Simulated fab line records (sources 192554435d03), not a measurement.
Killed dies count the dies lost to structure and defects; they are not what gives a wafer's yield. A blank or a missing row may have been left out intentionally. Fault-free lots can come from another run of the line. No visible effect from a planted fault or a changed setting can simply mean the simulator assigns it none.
Matching of chambers -- flow n5_finfet -- rie_diel-02 running N5_MOL_CONTACT_COAG_ETCH_110: 4 sister chambers
The step etches Si in CF4/O2, target depth 2.5 nm, time 8 s. 16 wafers are shown with their chamber, then 8 later ones without.

== EACH WAFER AND ITS CHAMBER ==
wafer,chamber,drypump_motor_current_A (A),throttle_valve_pct (%),showerhead_plenum_p_Torr (Torr)
L077.1,3,5.8,10.98,2.29
L077.2,2,4.9,10.92,2.23
L077.5,1,5.7,10.85,2.23
L080.1,1,5.7,10.86,2.23
L080.2,3,5.8,10.96,2.28
L080.5,2,4.9,10.93,2.23
L081.1,1,5.6,10.85,2.23
L081.3,3,5.8,10.97,2.28
L081.4,0,6.2,10.50,2.26
L082.3,0,6.2,10.53,2.26
L082.5,0,6.2,10.50,2.26
L082.6,1,5.7,10.87,2.23
L083.1,0,6.2,10.51,2.26
L083.5,1,5.7,10.87,2.23
L083.6,2,4.9,10.95,2.23
L090.2,1,5.7,10.93,2.22

SIGNATURES (averages over the wafers above)
reading,chamber 0,chamber 1,chamber 2,chamber 3,scatter within a chamber
drypump_motor_current_A,6.200,5.683,4.900,5.800,0.0264
throttle_valve_pct,10.5100,10.8717,10.9333,10.9700,0.0219
showerhead_plenum_p_Torr,2.2600,2.2283,2.2300,2.2833,0.00354
Rule: distance of a wafer from a chamber = root of the sum over the readings of ((wafer's reading minus chamber's mean) / reading's scatter) squared. If the next closest chamber is less than 2 further off than the closest, the wafer can't be placed; otherwise it belongs to the closest. The scatter: the root of (the sum of the squares of (reading less its chamber's mean) over the shown wafers, divided by (wafers less chambers)).

== WAFERS MISSING THEIR CHAMBER ==
wafer,drypump_motor_current_A (A),throttle_valve_pct (%),showerhead_plenum_p_Torr (Torr)
L090.4,4.8,11.00,2.22
L090.5,6.2,10.59,2.25
L091.1,6.2,10.58,2.25
L091.3,5.7,10.94,2.22
L091.4,4.9,10.99,2.22
L095.1,6.2,10.60,2.25
L095.4,5.7,10.95,2.22
L095.6,5.7,10.95,2.22

== WHICH CHAMBER EACH ONE RAN IN ==
wafer,from the rows above,in truth
L090.4,2,2
L090.5,0,0
L091.1,0,0
L091.3,1,1
L091.4,2,2
L095.1,0,0
L095.4,1,1
L095.6,1,1
Correct placement for 8 of the 8. From these rows, 0 cannot be placed. Wrongly placed: 0.
